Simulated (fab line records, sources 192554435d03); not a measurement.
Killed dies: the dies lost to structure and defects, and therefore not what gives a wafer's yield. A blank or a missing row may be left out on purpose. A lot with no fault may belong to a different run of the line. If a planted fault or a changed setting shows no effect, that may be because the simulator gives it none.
Lot-split experiment    flow n5 finfet    on a route of 1938 steps: 7 lots, 21 wafers read

== THE SPLIT ITSELF ==
At N5_ZERO_LAYER_PECVD_02 (deposits SiO2 from SiH4/N2O, target thk 10 nm, time 6 s), the setting time s was moved away from the recipe's 6 s on 9 of the 21 wafers read, by -9.8% to +11.5%. All remaining wafers had this setting at the recipe value.

The split's own step is where the reading is taken.

== THE READING ==
SiO2_of_ZERO_LAYER_PECVD_02.thk nm (the simulator's own value, which no gauge read), in nm, at N5_ZERO_LAYER_PECVD_02 (deposits SiO2 from SiH4/N2O, target thk 10 nm, time 6 s). The file does not state a usual value for it. Average 10.011 nm, standard deviation 0.11 nm, over the 12 wafers here run with the recipe.

wafer   tool, chamber at the split  time s as run, s  against the recipe  SiO2_of_ZERO_LAYER_PECVD_02.thk nm, nm  against lot-mates on the recipe
L080.1  pecvd-04, 1                 6.688             +11.5%              11.26                                   no lot-mate on the recipe
L080.2  pecvd-04, 0                 6.688             +11.5%              10.9                                    no lot-mate on the recipe
L080.4  pecvd-04, 2                 6.688             +11.5%              11.4                                    no lot-mate on the recipe
L084.2  pecvd-01, 1                 6                 recipe              9.914                                   -
L084.4  pecvd-01, 1                 6                 recipe              10.1                                    -
L084.5  pecvd-01, 2                 6                 recipe              9.849                                   -
L085.2  pecvd-02, 2                 6                 recipe              10.02                                   -
L085.5  pecvd-02, 1                 6                 recipe              9.871                                   -
L085.6  pecvd-02, 2                 6                 recipe              10.11                                   -
L090.2  pecvd-01, 0                 6                 recipe              9.906                                   -
L090.4  pecvd-01, 0                 5.414             -9.8%               8.96                                    -0.946
L090.5  pecvd-01, 1                 5.414             -9.8%               9.073                                   -0.833
L093.1  pecvd-02, 2                 6                 recipe              10.03                                   -
L093.3  pecvd-02, 0                 5.756             -4.1%               9.563                                   -0.467
L093.6  pecvd-02, 0                 5.756             -4.1%               10.02                                   -0.010
L094.1  pecvd-01, 0                 5.525             -7.9%               9.102                                   -0.884
L094.4  pecvd-01, 2                 6                 recipe              9.953                                   -
L094.5  pecvd-01, 0                 6                 recipe              10.02                                   -
L095.1  pecvd-04, 2                 6                 recipe              10.19                                   -
L095.2  pecvd-04, 0                 6                 recipe              10.17                                   -
L095.4  pecvd-04, 1                 5.488             -8.5%               9.411                                   -0.769

FIT RESULTS
A straight line over all 21 wafers: SiO2_of_ZERO_LAYER_PECVD_02.thk nm changes by +0.0985 nm for each +1% of time s; r = +0.97; the points scatter about the line by 0.17 nm.
The same after taking each lot's own level away (the mean of its wafers on the recipe; 18 wafers): +0.0927 nm for each +1%; r = +0.95; scatter 0.12 nm.
That fit puts the effect of the largest move of time s on the reading at 1.1 nm.
Across the lots, their own levels run from 9.9060 to 10.1800 nm, a range of 2.5 times the standard deviation given above.
So the lot-to-lot level changes the slope little: the two slopes agree.
Check: for one of the wafers moved furthest among these (-9.8%), held out of the fit, the line's prediction against its lot-mates is -0.877 nm. Against them it came out at -0.946 nm.

== FILE'S OWN FIT ==
SiO2_of_ZERO_LAYER_PECVD_02.thk nm changes by +0.094 nm for each +1% of time s, r = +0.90.
